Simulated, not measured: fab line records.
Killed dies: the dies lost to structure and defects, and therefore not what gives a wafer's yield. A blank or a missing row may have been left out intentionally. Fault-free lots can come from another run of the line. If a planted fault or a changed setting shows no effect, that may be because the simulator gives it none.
A single fault, viewed from 2 desks | flow nand harc | numbers are kept per desk, each desk with only its own; the story behind them comes last

== AT THE METROLOGY DESK ==
What the gauges read, lot by lot, whatever tool the lot ran on: means of the sampled wafers that have a number. A lot is out of limits, marked OUT, if its mean lies more than 4 standard deviations from the usual mean; the brackets give that distance.
Columns: A = thk nm at NHARC_A_SOURCE_PLATE_THK_MEAS_09, usual 9.6 nm; B = thk nm at NHARC_A_ONON_D1_THK_MEAS_05, usual 1000 nm
lot  | first seen here | A    | B
L693 | day 7 06:31     | 9.6  | 1013
L694 | day 7 06:31     | 9.0  | 981
L695 | day 8 00:07     | 9.6  | 991
L696 | day 8 07:13     | 11.0 | 1021
L697 | day 8 15:17     | 9.6  | 997
L698 | day 9 06:53     | 9.3  | 999
L699 | day 9 06:53     | 10.3 | 991
L700 | day 9 21:52     | 9.4  | 1002
L701 | day 10 11:28    | 10.6 | 997
L708 | day 13 02:17    | 8.4  | 1394 (+39) OUT
L713 | day 15 12:51    | 8.9  | 987
L715 | day 16 09:44    | 9.4  | 1003
L716 | day 16 15:11    | 10.3 | 1011
This desk's verdict: out of limits on L708, starting with L708 at day 13 16:20 (thk nm at NHARC_A_ONON_D1_THK_MEAS_05). L693, L694, L695, L696, L697, L698, L699, L700, L701, L713, L715, L716 stayed within limits.

== THE TOOL OWNER'S DESK: pecvd onon-03 ==
The tool's own readings at NHARC_A_ONON_D1_DEP_03 (target thk 1000 nm): means of the sampled wafers that have a number, for each lot that ran on this tool. A lot is out of limits, marked OUT, if its mean lies more than 4 standard deviations from the usual mean; the brackets give that distance.
Columns: A = n2 flow sccm at NHARC_A_ONON_D1_DEP_03, usual 2749 sccm
lot  | first seen here | A
L693 | day 7 20:16     | 2749
L698 | day 9 20:30     | 2751
L708 | day 13 16:03    | 2751
This desk's finding: nothing out of limits on any of the 3 lots.

== ALL TOGETHER ==
At day 13 16:20 the metrology desk could have sounded an alarm, on L708.
The desk of the tool owner found nothing out of limits.
On record at the tool owner's desk: L708, within its limits.
All the named lots went through NHARC_A_ONON_D1_DEP_03 on pecvd onon-03.

== WHAT HAD BEEN PUT IN BY THE SIMULATOR ==
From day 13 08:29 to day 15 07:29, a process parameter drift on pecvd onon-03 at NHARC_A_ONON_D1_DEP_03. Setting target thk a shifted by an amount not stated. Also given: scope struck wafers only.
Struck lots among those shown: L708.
Hours from the fault's start to each desk's first reading out of limits: the metrology desk, 8.
